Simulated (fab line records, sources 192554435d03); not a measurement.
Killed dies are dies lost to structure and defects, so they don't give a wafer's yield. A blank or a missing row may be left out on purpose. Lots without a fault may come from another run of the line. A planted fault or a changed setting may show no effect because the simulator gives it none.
Split-lot experiment | flow n5_finfet | 7 lots, 39 wafers read, on a route of 1938 steps

THE SPLIT
At N5_BEOL_M4_DESCUM_16 (chemistry O2, time 7 s), the setting time_s was moved away from the recipe's 7 s on 15 of the 39 wafers read, by -45.1% to +29.3%. The other wafers ran this setting at the recipe's value.

The file shows no step between the split and the reading.

THE READING
CAR-EUV_of_BEOL_M4_COAT_05.thk_nm (the simulator's own value, which no gauge read), in nm, at N5_BEOL_M4_ETCH_74 (etches underlayer in N2/H2, target depth 6.5 nm, time 5.2 s). The file gives no usual value for it. The 24 wafers here that ran the recipe average 20.4 nm, standard deviation 0.14 nm.

wafer  | tool, chamber at the split | time_s as run, s | against the recipe | CAR-EUV_of_BEOL_M4_COAT_05.thk_nm, nm | against lot-mates on the recipe
L082.1 | rie_diel-04, 2             | 7                | recipe             | 20.2                                  | -
L082.2 | rie_diel-04, 0,2           | 3.84             | -45.1%             | 22                                    | +1.7
L082.4 | rie_diel-04, 1             | 3.84             | -45.1%             | 22                                    | +1.7
L082.3 | rie_diel-04, 3,1           | 7                | recipe             | 20.4                                  | -
L082.6 | rie_diel-04, 3,1           | 7                | recipe             | 20.4                                  | -
L082.5 | rie_diel-04, 0,2           | 3.84             | -45.1%             | 21.8                                  | +1.5
L083.1 | rie_diel-01, 2,0           | 7                | recipe             | 20.6                                  | -
L083.2 | rie_diel-01, 2,0           | 7                | recipe             | 20.4                                  | -
L083.3 | rie_diel-01, 3             | 7                | recipe             | 20.4                                  | -
L083.4 | rie_diel-01, 1,3,0         | 4.15             | -40.7%             | 21.8                                  | +1.3
L083.5 | rie_diel-01, 1,3,0         | 4.15             | -40.7%             | 21.8                                  | +1.3
L083.6 | rie_diel-01, 1,3,0         | 4.15             | -40.7%             | 21.8                                  | +1.3
L085.1 | rie_diel-02, 1,3,1         | 4.31             | -38.4%             | 21.6                                  | +1.3
L085.3 | rie_diel-02, 1,3,1         | 4.31             | -38.4%             | 21.6                                  | +1.3
L085.6 | rie_diel-02, 1,3,1         | 4.31             | -38.4%             | 21.6                                  | +1.3
L085.2 | rie_diel-02, 2,3,2         | 7                | recipe             | 20.4                                  | -
L085.5 | rie_diel-02, 2,3,2         | 7                | recipe             | 20.4                                  | -
L085.4 | rie_diel-02, 2,3,2         | 7                | recipe             | 20.2                                  | -
L090.3 | rie_diel-01, 3,2,3         | 7                | recipe             | 20.4                                  | -
L090.5 | rie_diel-01, 3,2,3         | 7                | recipe             | 20.4                                  | -
L090.6 | rie_diel-01, 3,2,3         | 7                | recipe             | 20.6                                  | -
L093.1 | rie_diel-04, 2,0,0         | 9.05             | +29.3%             | 19.2                                  | -1.2
L093.2 | rie_diel-04, 1,3           | 7                | recipe             | 20.4                                  | -
L093.3 | rie_diel-04, 1,3           | 7                | recipe             | 20.4                                  | -
L093.6 | rie_diel-04, 3             | 7                | recipe             | 20.4                                  | -
L093.4 | rie_diel-04, 2,0,0         | 9.05             | +29.3%             | 19.4                                  | -1.0
L093.5 | rie_diel-04, 2,0,0         | 9.05             | +29.3%             | 19.4                                  | -1.0
L094.1 | rie_diel-02, 3             | 7                | recipe             | 20.2                                  | -
L094.4 | rie_diel-02, 0             | 7                | recipe             | 20.2                                  | -
L094.2 | rie_diel-02, 1,0           | 4.038            | -42.3%             | 21.8                                  | +1.7
L094.6 | rie_diel-02, 1,0           | 4.038            | -42.3%             | 21.8                                  | +1.7
L094.3 | rie_diel-02, 2             | 4.038            | -42.3%             | 21.6                                  | +1.5
L094.5 | rie_diel-02, 3             | 7                | recipe             | 20                                    | -
L096.1 | rie_diel-02, 2,3,3,2       | 7                | recipe             | 20.4                                  | -
L096.2 | rie_diel-02, 1,0           | 7                | recipe             | 20.4                                  | -
L096.5 | rie_diel-02, 2,3,3,2       | 7                | recipe             | 20.4                                  | -
L096.6 | rie_diel-02, 2,3,3,2       | 7                | recipe             | 20.4                                  | -
L096.3 | rie_diel-02, 2,3,3,2       | 7                | recipe             | 20.2                                  | -
L096.4 | rie_diel-02, 1,0           | 7                | recipe             | 20.6                                  | -
Where a row lists several chambers, the file gives one row for several wafers and doesn't say which wafer went through which chamber.

THE FIT
A straight line over all 39 wafers: CAR-EUV_of_BEOL_M4_COAT_05.thk_nm changes by -0.034 nm for each +1% of time_s; r = -0.99; the points scatter about the line by 0.12 nm.
The same after taking each lot's own level away (the mean of its wafers on the recipe; 39 wafers): -0.0352 nm for each +1%; r = -0.99; scatter 0.1 nm.
On that fit, the largest move of time_s shifts the reading by 1.6 nm.
The lots' own levels span 20.13 to 20.47 nm, that is 2.4 times the standard deviation above.
So the lot-to-lot level changes the slope little: the two slopes agree.
Check: with one of the wafers moved furthest among these (-45.1%) left out of the fit, the line predicts +1.57 nm for it against its lot-mates. It came out at +1.67 nm against them.

OTHER SPLITS ON THESE WAFERS
These wafers also went through other splits before the reading. Each is held against what the fit with the lots' levels taken away leaves over:
other split on the same wafers           | wafers away from the commonest value | r with CAR-EUV_of_BEOL_M4_COAT_05.thk_nm (lot level and that fit taken away)
N5_BEOL_M2_TRENCH_ETCH_37 target_depth_a | 15                                   | -0.19

THE WHOLE CHAIN: every reading that the file lists as answering this split, in the file's order
step                 | what it does                                                | reading                                                                            | change (the file's fit)                | r (the file's)
N5_BEOL_M4_DESCUM_16 | chemistry O2, time 7 s                                      | CAR-EUV_of_BEOL_M4_COAT_05.thk_nm (the simulator's own value, which no gauge read) | -0.0359 nm for each +1% of the setting | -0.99
N5_BEOL_M4_ETCH_74   | etches underlayer in N2/H2, target depth 6.5 nm, time 5.2 s | CAR-EUV_of_BEOL_M4_COAT_05.thk_nm (the simulator's own value, which no gauge read) | -0.0351 nm for each +1% of the setting | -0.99

THE FILE'S OWN FIT
CAR-EUV_of_BEOL_M4_COAT_05.thk_nm changes by -0.0351 nm for each +1% of time_s, r = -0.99.
